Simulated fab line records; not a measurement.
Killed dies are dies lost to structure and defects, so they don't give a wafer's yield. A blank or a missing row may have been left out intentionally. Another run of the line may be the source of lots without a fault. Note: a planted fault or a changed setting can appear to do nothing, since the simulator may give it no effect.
Which tool was responsible?    flow n5_finfet    Sampling: 12 lots, 36 wafers, 6 of 1938 route steps

## WHAT THE GAUGES READ, wafer by wafer
N5_BEOL_M6_CD_MEAS_28: target cd 40 nm.
lot   measured      on         cd_nm (nm)
L075  day 9 01:37   cd_sem-03  39.72 39.60 39.91
L077  day 9 11:16   cd_sem-01  39.93 39.75 40.02
L079  day 9 18:23   cd_sem-01  40.50 40.18 40.66
L081  day 10 08:38  cd_sem-02  40.04 39.56 40.09
L083  day 10 22:04  cd_sem-01  40.09 40.30 40.04
L085  day 11 09:23  cd_sem-02  39.92 40.14 39.86
L087  day 12 06:10  cd_sem-03  40.20 39.87 40.36
L088  day 12 18:17  cd_sem-02  40.35 39.86 40.45
L091  day 12 20:13  cd_sem-02  40.06 40.03 40.78
L093  day 13 12:08  cd_sem-03  39.60 40.07 40.00
L095  day 13 23:26  cd_sem-03  40.32 40.20 40.13
L097  day 14 23:03  cd_sem-01  39.68 39.90 39.96

## WHICH TOOL RAN EACH LOT (tool, then ch and the chambers of the sampled wafers, then the start)
lot   N5_BEOL_M5_SPUTTER_48         N5_BEOL_M5_SPUTTER_83         N5_BEOL_M5_PRE_CLEAN_77           N5_BEOL_M6_ILD_DEP_00            N5_BEOL_M6_ETCH_62
L075  pvd_sputter-02, day 8 15:45   pvd_sputter-02, day 8 17:55   cvd_co-01 ch 0,1,2, day 8 21:00   pecvd-01 ch 0,1,2, day 8 21:17   rie_diel-06 ch 2,3, day 8 22:59
L077  pvd_sputter-01, day 9 00:42   pvd_sputter-01, day 9 02:53   cvd_co-01 ch 0,1,2, day 9 05:53   pecvd-03 ch 1,2, day 9 06:10     rie_diel-02 ch 0,1,2, day 9 09:09
L079  pvd_sputter-01, day 9 10:21   pvd_sputter-01, day 9 12:31   cvd_co-02 ch 0,2, day 9 15:32     pecvd-01 ch 0,2, day 9 15:49     rie_diel-06 ch 0,1, day 9 17:17
L081  pvd_sputter-02, day 9 23:31   pvd_sputter-02, day 10 01:41  cvd_co-01 ch 0,1, day 10 04:46    pecvd-01 ch 0,2, day 10 05:02    rie_diel-05 ch 0,2,3, day 10 07:19
L083  pvd_sputter-01, day 10 10:54  pvd_sputter-01, day 10 13:05  cvd_co-02 ch 0,1,2, day 10 16:05  pecvd-01 ch 1,2, day 10 16:22    rie_diel-05 ch 0,1, day 10 19:36
L085  pvd_sputter-02, day 11 00:58  pvd_sputter-02, day 11 03:08  cvd_co-02 ch 0,1, day 11 06:08    pecvd-01 ch 0,1,2, day 11 06:25  rie_diel-06 ch 2,3, day 11 08:36
L087  pvd_sputter-03, day 11 16:58  pvd_sputter-03, day 11 19:08  cvd_co-01 ch 0,2, day 11 22:27    pecvd-02 ch 0,1, day 11 22:44    rie_diel-02 ch 1,2, day 12 02:23
L088  pvd_sputter-03, day 12 07:20  pvd_sputter-03, day 12 09:31  cvd_co-01 ch 0,1, day 12 12:31    pecvd-01 ch 0,1, day 12 12:52    rie_diel-05 ch 1,2,3, day 12 14:26
L091  pvd_sputter-01, day 12 09:47  pvd_sputter-01, day 12 11:58  cvd_co-01 ch 0,1, day 12 15:01    pecvd-02 ch 0,2, day 12 15:18    rie_diel-06 ch 0,2,3, day 12 19:29
L093  pvd_sputter-02, day 13 00:12  pvd_sputter-02, day 13 02:22  cvd_co-02 ch 1,2, day 13 06:07    pecvd-01 ch 0,1,2, day 13 06:25  rie_diel-06 ch 2,3, day 13 09:28
L095  pvd_sputter-01, day 13 14:10  pvd_sputter-01, day 13 16:20  cvd_co-02 ch 0,2, day 13 19:20    pecvd-02 ch 0,2, day 13 19:38    rie_diel-02 ch 0,1,3, day 13 22:31
L097  pvd_sputter-02, day 14 12:35  pvd_sputter-02, day 14 14:46  cvd_co-02 ch 0,2, day 14 17:46    pecvd-02 ch 1,2, day 14 18:04    rie_diel-05 ch 0,1,3, day 14 19:50
- N5_BEOL_M5_SPUTTER_48: material Cu, target thk 15 nm, time 27.62 s.
- N5_BEOL_M5_SPUTTER_83: material Cu, target thk 15 nm, time 27.62 s.
- N5_BEOL_M5_PRE_CLEAN_77: time 15 s.
- N5_BEOL_M6_ILD_DEP_00: deposits SiCOH lowk from DEMS/porogen, target thk 179.75 nm, time 33.4 s.
- N5_BEOL_M6_ETCH_62: etches SOC in N2/H2, target depth 110 nm, overetch 22 nm, time 165 s.

## THE ANSWER, worked out from the rows above alone
Rule: usual is defined by the lots themselves. Put in order of their means at a reading, lots are off if they are a third of the lots or fewer, leave a main group of 4 or more, and stand apart from it by a gap of 3 or more times the standard deviation of the main group's means; of several such gaps the widest counts. Not used: any main group whose means are identical at the precision the tables above print for the reading. Also off: a lot with no number at a reading for which 4 or more lots have one. All remaining lots with rows at the step are treated as sound.
Nothing can be told from this: no lot is off at any reading shown.

## WHAT HAD BEEN PUT IN BY THE SIMULATOR
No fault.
